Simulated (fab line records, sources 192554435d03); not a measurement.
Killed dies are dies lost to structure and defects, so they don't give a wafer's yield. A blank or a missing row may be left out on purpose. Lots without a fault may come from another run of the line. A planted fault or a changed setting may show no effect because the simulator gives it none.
Chamber matching | flow n5_finfet | N5_DUMMY_GATE_HM_OPEN_21 on rie_diel-02: 4 sister chambers
The step chemistry CH3F/O2, target SiNx, target depth 120 nm, time 171.4 s. 18 wafers are shown with their chamber, then 9 later ones without.

WAFERS WITH THEIR CHAMBER
wafer  | chamber | throttle_valve_pct (%) | oes_o_777_au (a.u.) | oes_product_au (a.u.)
L076.2 | 1       | 16.89                  | 0.72                | 0.72
L076.3 | 3       | 16.70                  | 0.65                | 0.68
L076.6 | 3       | 16.70                  | 0.65                | 0.68
L078.2 | 1       | 16.91                  | 0.70                | 0.71
L078.3 | 0       | 16.70                  | 0.78                | 0.76
L078.4 | 3       | 16.70                  | 0.65                | 0.68
L080.1 | 0       | 16.69                  | 0.78                | 0.76
L080.3 | 3       | 16.70                  | 0.65                | 0.67
L080.4 | 1       | 16.92                  | 0.70                | 0.71
L081.1 | 1       | 16.93                  | 0.71                | 0.71
L081.3 | 2       | 16.36                  | 0.86                | 0.89
L081.6 | 0       | 16.69                  | 0.78                | 0.76
L082.1 | 3       | 16.72                  | 0.65                | 0.67
L082.3 | 0       | 16.70                  | 0.78                | 0.77
L082.4 | 1       | 16.92                  | 0.70                | 0.71
L083.1 | 0       | 16.68                  | 0.77                | 0.77
L083.4 | 2       | 16.35                  | 0.87                | 0.86
L083.5 | 0       | 16.70                  | 0.78                | 0.76

SIGNATURES (means of the wafers above)
reading            | chamber 0 | chamber 1 | chamber 2 | chamber 3 | scatter within a chamber
throttle_valve_pct | 16.6933   | 16.9140   | 16.3550   | 16.7040   | 0.0108
oes_o_777_au       | 0.7783    | 0.7060    | 0.8650    | 0.6500    | 0.00569
oes_product_au     | 0.7633    | 0.7120    | 0.8750    | 0.6760    | 0.00748
Rule: a wafer's distance from a chamber is the root of the sum, over the readings, of the square of ((its reading less the chamber's mean) divided by the reading's scatter). The wafer belongs to the nearest chamber; if the next one is less than 2 further off, it can't be placed. The scatter: the root of (the sum of the squares of (reading less its chamber's mean) over the shown wafers, divided by (wafers less chambers)).

WAFERS WITHOUT THEIR CHAMBER
wafer  | throttle_valve_pct (%) | oes_o_777_au (a.u.) | oes_product_au (a.u.)
L089.1 | 16.95                  | 0.69                | 0.70
L089.2 | 16.38                  | 0.84                | 0.87
L089.3 | 16.71                  | 0.77                | 0.76
L090.1 | 16.97                  | 0.69                | 0.70
L090.3 | 16.74                  | 0.64                | 0.66
L090.5 | 16.74                  | 0.63                | 0.67
L094.3 | 16.95                  | 0.68                | 0.69
L094.4 | 16.40                  | 0.83                | 0.84
L094.6 | 16.95                  | 0.68                | 0.69

WHICH CHAMBER EACH WENT THROUGH
wafer  | from the rows above | in truth
L089.1 | 1                   | 1
L089.2 | 2                   | 2
L089.3 | 0                   | 0
L090.1 | 1                   | 1
L090.3 | 3                   | 3
L090.5 | 3                   | 3
L094.3 | 1                   | 1
L094.4 | 2                   | 2
L094.6 | 1                   | 1
Placed correctly: 9 of 9. Can't be placed from these rows: 0. Placed wrongly: 0.
